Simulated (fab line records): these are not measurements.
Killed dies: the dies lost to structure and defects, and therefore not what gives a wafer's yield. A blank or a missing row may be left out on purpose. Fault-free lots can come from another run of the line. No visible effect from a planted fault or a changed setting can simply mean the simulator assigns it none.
Chamber matching / flow nand harc / NHARC_A_CONTACT_ETCH_88 on rie diel-08: 4 sister chambers
The step etches the open film in CF4, target depth 39 nm, time 65 s. 8 wafers are shown with their chamber, then 12 later ones without.

== WAFERS WITH THEIR CHAMBER ==
wafer=L084.5; chamber=3; showerhead plenum p Torr (Torr)=1.84; rf vpp V (V)=152.1
wafer=L085.2; chamber=3; showerhead plenum p Torr (Torr)=1.84; rf vpp V (V)=153.9
wafer=L085.3; chamber=0; showerhead plenum p Torr (Torr)=1.82; rf vpp V (V)=152.1
wafer=L086.3; chamber=0; showerhead plenum p Torr (Torr)=1.81; rf vpp V (V)=152.7
wafer=L086.6; chamber=2; showerhead plenum p Torr (Torr)=1.84; rf vpp V (V)=152.0
wafer=L090.3; chamber=2; showerhead plenum p Torr (Torr)=1.84; rf vpp V (V)=153.2
wafer=L090.4; chamber=1; showerhead plenum p Torr (Torr)=1.70; rf vpp V (V)=151.0
wafer=L090.6; chamber=1; showerhead plenum p Torr (Torr)=1.70; rf vpp V (V)=150.3

== WAFERS MISSING THEIR CHAMBER ==
wafer=L093.2; showerhead plenum p Torr (Torr)=1.84; rf vpp V (V)=152.8
wafer=L093.5; showerhead plenum p Torr (Torr)=1.84; rf vpp V (V)=150.5
wafer=L093.6; showerhead plenum p Torr (Torr)=1.84; rf vpp V (V)=152.7
wafer=L092.2; showerhead plenum p Torr (Torr)=1.70; rf vpp V (V)=150.8
wafer=L092.4; showerhead plenum p Torr (Torr)=1.84; rf vpp V (V)=152.8
wafer=L092.6; showerhead plenum p Torr (Torr)=1.84; rf vpp V (V)=152.2
wafer=L094.2; showerhead plenum p Torr (Torr)=1.84; rf vpp V (V)=151.5
wafer=L094.4; showerhead plenum p Torr (Torr)=1.81; rf vpp V (V)=151.2
wafer=L094.6; showerhead plenum p Torr (Torr)=1.81; rf vpp V (V)=150.2
wafer=L097.2; showerhead plenum p Torr (Torr)=1.84; rf vpp V (V)=154.3
wafer=L097.4; showerhead plenum p Torr (Torr)=1.69; rf vpp V (V)=149.7
wafer=L097.6; showerhead plenum p Torr (Torr)=1.69; rf vpp V (V)=150.7

== EACH ONE'S CHAMBER ==
wafer=L093.2; from the rows above=can't be placed: 3 or 2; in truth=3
wafer=L093.5; from the rows above=can't be placed: 2 or 3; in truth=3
wafer=L093.6; from the rows above=can't be placed: 2 or 3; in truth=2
wafer=L092.2; from the rows above=1; in truth=1
wafer=L092.4; from the rows above=can't be placed: 3 or 2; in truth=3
wafer=L092.6; from the rows above=can't be placed: 2 or 3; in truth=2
wafer=L094.2; from the rows above=can't be placed: 2 or 3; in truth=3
wafer=L094.4; from the rows above=0; in truth=0
wafer=L094.6; from the rows above=0; in truth=0
wafer=L097.2; from the rows above=can't be placed: 3 or 2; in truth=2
wafer=L097.4; from the rows above=1; in truth=1
wafer=L097.6; from the rows above=1; in truth=1
Correctly placed: 5 of 12. Can't be placed from these rows: 7 (the true chamber is among the candidates in 7). Placed wrongly: 0.
How it was worked out, from the rows above alone: a wafer's distance from a chamber is the root of the sum, over the readings, of the square of ((its reading less the chamber's mean) divided by the reading's scatter). The wafer belongs to the nearest chamber; if the next one is less than 2 further off, it can't be placed. The mean given for a chamber averages the wafers shown for that chamber. The scatter is the square root of a quotient: the sum, over the shown wafers, of each reading's squared deviation from its chamber's mean, divided by wafers minus chambers.
